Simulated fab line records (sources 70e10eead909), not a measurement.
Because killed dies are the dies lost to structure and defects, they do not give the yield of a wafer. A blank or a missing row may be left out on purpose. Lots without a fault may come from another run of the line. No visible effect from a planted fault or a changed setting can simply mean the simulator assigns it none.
A struck lot beside a sound one + flow nandHarc + 18 steps out of a route of 1302
Sound: these wafers, L343.2, L343.4, L343.6. Wafers struck: L350.1, L350.2, L350.5. The cause is named last.
At each step with rows: each side's tool, then ch and its chambers, then its first start. Under that, the readings that differ: sound wafers + struck wafers + difference of the means + sigmas: that difference in standard deviations of wafers without a fault.
alike: words and numbers the same on both sides, and readings whose means are apart by under 2 such deviations; not compared: readings that were withheld, readings missing a value for some wafer, numbers with overlapping values and no deviation given by the record, and bounds like >300 which may hide the same value.
The two part at a step that has a row with sigmas, a row that says differs or no value, or rows on one side only. Numbers that have no deviation but don't overlap get no sigmas and don't part them. A reading that every wafer of one side lacks parts them only if that side has two wafers or more.

NHARC_P_ZERO_WELL_CD_MEAS_24: target cd 720 nm.
  sound on cdSem-02 ch 0, day 4 10:30; struck on cdSem-01 ch 0, day 7 08:37
  alike: cdNm
then, 1 step without rows for these wafers: NHARC_P_ZERO_WELL_HARDBAKE_25 (time 80 s).
NHARC_P_ZERO_WELL_DESCUM_26: chemistry O2, time 3 s.
  sound on rieDiel-02 ch 2,3, day 4 10:40; struck on rieDiel-08 ch 0,1,2, day 7 08:47
| reading             | sound             | struck            | difference | sigmas |
|---------------------|-------------------|-------------------|------------|--------|
| oesProductAu (a.u.) | 0.994 0.994 0.984 | 1.008 1.015 1.003 | +0.018     | +2     |
  alike: drypumpMotorCurrentA, rfVppV, showerheadPlenumPTorr, throttleValvePct
  not compared: rfHoursCounterH
then, 9 steps without rows for these wafers: NHARC_P_ZERO_WELL_IMPLANT_27; NHARC_P_ZERO_WELL_IMPLANT_57; NHARC_P_ZERO_WELL_IMPLANT_58; NHARC_P_ZERO_WELL_STRIP_28 (strips in SPM, time 840 s); NHARC_P_ZERO_WELL_DEHYDRATE_29 (time 120 s); NHARC_P_ZERO_WELL_HMDS_30 (time 30 s); NHARC_P_ZERO_WELL_COAT_31; NHARC_P_ZERO_WELL_SOFTBAKE_32 (time 95 s); NHARC_P_ZERO_WELL_EBR_33.
NHARC_P_ZERO_WELL_EXPOSE_34: exposes mask P PWELL, target cd 720 nm.
  sound on krfScanner-02 ch 0, day 4 11:59; struck on krfScanner-02 ch 0, day 7 09:59
| reading | sound                         | struck                                 | difference | sigmas |
|---------|-------------------------------|----------------------------------------|------------|--------|
| mask    | P_PWELL#0 P_PWELL#0 P_PWELL#0 | P_PWELL_R1#0 P_PWELL_R1#0 P_PWELL_R1#0 | differs    |        |
then, 2 steps without rows for these wafers: NHARC_P_ZERO_WELL_PEB_35 (peb time 85 s); NHARC_P_ZERO_WELL_DEVELOP_36 (time 70 s).
NHARC_P_ZERO_WELL_CD_MEAS_37: target cd 720 nm.
  sound on cdSem-03 ch 0, day 4 12:08; struck on cdSem-03 ch 0, day 7 10:08
| reading   | sound             | struck            | difference | sigmas |
|-----------|-------------------|-------------------|------------|--------|
| cdNm (nm) | 718.2 718.0 717.7 | 782.8 781.5 782.1 | +64.2      | +43    |
then, 1 step without rows for these wafers: NHARC_P_ZERO_WELL_HARDBAKE_38 (time 80 s).
-- record jumps: 23 days between struck wafers' starts before vs after; left off in module P_ZERO_WELL, resumes in module END, first step shown is number 1302 of the route --
NHARC_END_SORT_01:
  at this point the record logs the struck wafers (prober-02 ch 0, day 30 03:19) and has no rows for the sound ones

== WHERE THEY PART ==
At NHARC_P_ZERO_WELL_DESCUM_26 first; at NHARC_END_SORT_01 last (within this record only).

WHY: whatever the simulator had introduced
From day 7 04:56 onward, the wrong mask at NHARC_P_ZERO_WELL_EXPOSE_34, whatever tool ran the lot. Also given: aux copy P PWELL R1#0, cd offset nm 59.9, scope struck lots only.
